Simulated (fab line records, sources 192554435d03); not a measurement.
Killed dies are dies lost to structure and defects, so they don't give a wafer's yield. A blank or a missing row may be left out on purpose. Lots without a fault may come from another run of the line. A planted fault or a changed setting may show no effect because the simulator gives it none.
Chamber matching | flow n5_finfet | N5_BEOL_M3_PECVD_72 on pecvd-01: 3 sister chambers
The step deposits SiO2 from TEOS/O2, target thk 16 nm, time 18 s. 22 wafers are shown with their chamber, then 11 later ones without.

WAFERS WITH THEIR CHAMBER
wafer  | chamber | showerhead_plenum_p_Torr (Torr) | heater_power_w (W) | throttle_valve_pct (%)
L076.2 | 0       | 8.71                            | 812                | 22.9
L076.5 | 2       | 8.84                            | 561                | 22.0
L076.6 | 0       | 8.72                            | 797                | 22.7
L078.1 | 0       | 8.71                            | 835                | 22.6
L078.3 | 1       | 8.84                            | 716                | 22.4
L078.6 | 2       | 8.83                            | 601                | 22.2
L079.3 | 1       | 8.84                            | 754                | 22.3
L079.4 | 1       | 8.83                            | 769                | 22.5
L079.6 | 0       | 8.71                            | 830                | 22.7
L080.3 | 2       | 8.87                            | 673                | 22.1
L080.4 | 2       | 8.82                            | 650                | 21.9
L080.5 | 0       | 8.69                            | 728                | 22.8
L084.2 | 2       | 8.84                            | 632                | 22.2
L084.4 | 2       | 8.85                            | 624                | 22.2
L084.6 | 1       | 8.84                            | 862                | 22.3
L087.1 | 2       | 8.84                            | 682                | 22.4
L087.2 | 0       | 8.71                            | 789                | 22.7
L087.3 | 0       | 8.70                            | 809                | 22.9
L094.2 | 2       | 8.84                            | 699                | 22.7
L094.3 | 1       | 8.83                            | 786                | 22.2
L094.6 | 1       | 8.82                            | 836                | 22.4
L091.2 | 0       | 8.69                            | 852                | 22.8

SIGNATURES (means of the wafers above)
reading                  | chamber 0 | chamber 1 | chamber 2 | scatter within a chamber
showerhead_plenum_p_Torr | 8.7050    | 8.8333    | 8.8413    | 0.0117
heater_power_w           | 806.50    | 787.17    | 640.25    | 45.3
throttle_valve_pct       | 22.762    | 22.350    | 22.212    | 0.172
Rule: a wafer's distance from a chamber is the root of the sum, over the readings, of the square of ((its reading less the chamber's mean) divided by the reading's scatter). The wafer belongs to the nearest chamber; if the next one is less than 2 further off, it can't be placed. The scatter: the root of (the sum of the squares of (reading less its chamber's mean) over the shown wafers, divided by (wafers less chambers)).

WAFERS WITHOUT THEIR CHAMBER
wafer  | showerhead_plenum_p_Torr (Torr) | heater_power_w (W) | throttle_valve_pct (%)
L091.4 | 8.83                            | 656                | 22.3
L091.6 | 8.70                            | 861                | 23.0
L095.2 | 8.83                            | 783                | 22.6
L095.3 | 8.85                            | 692                | 22.1
L095.4 | 8.72                            | 760                | 23.1
L093.1 | 8.85                            | 656                | 22.4
L093.5 | 8.85                            | 663                | 22.3
L093.6 | 8.81                            | 757                | 22.2
L096.1 | 8.84                            | 734                | 22.3
L096.3 | 8.70                            | 781                | 22.7
L096.5 | 8.71                            | 814                | 23.0

WHICH CHAMBER EACH WENT THROUGH
wafer  | from the rows above     | in truth
L091.4 | can't be placed: 2 or 1 | 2
L091.6 | 0                       | 0
L095.2 | 1                       | 1
L095.3 | can't be placed: 2 or 1 | 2
L095.4 | 0                       | 0
L093.1 | can't be placed: 2 or 1 | 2
L093.5 | 2                       | 2
L093.6 | can't be placed: 1 or 2 | 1
L096.1 | can't be placed: 1 or 2 | 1
L096.3 | 0                       | 0
L096.5 | 0                       | 0
Placed correctly: 6 of 11. Can't be placed from these rows: 5 (the true chamber is among the candidates in 5). Placed wrongly: 0.
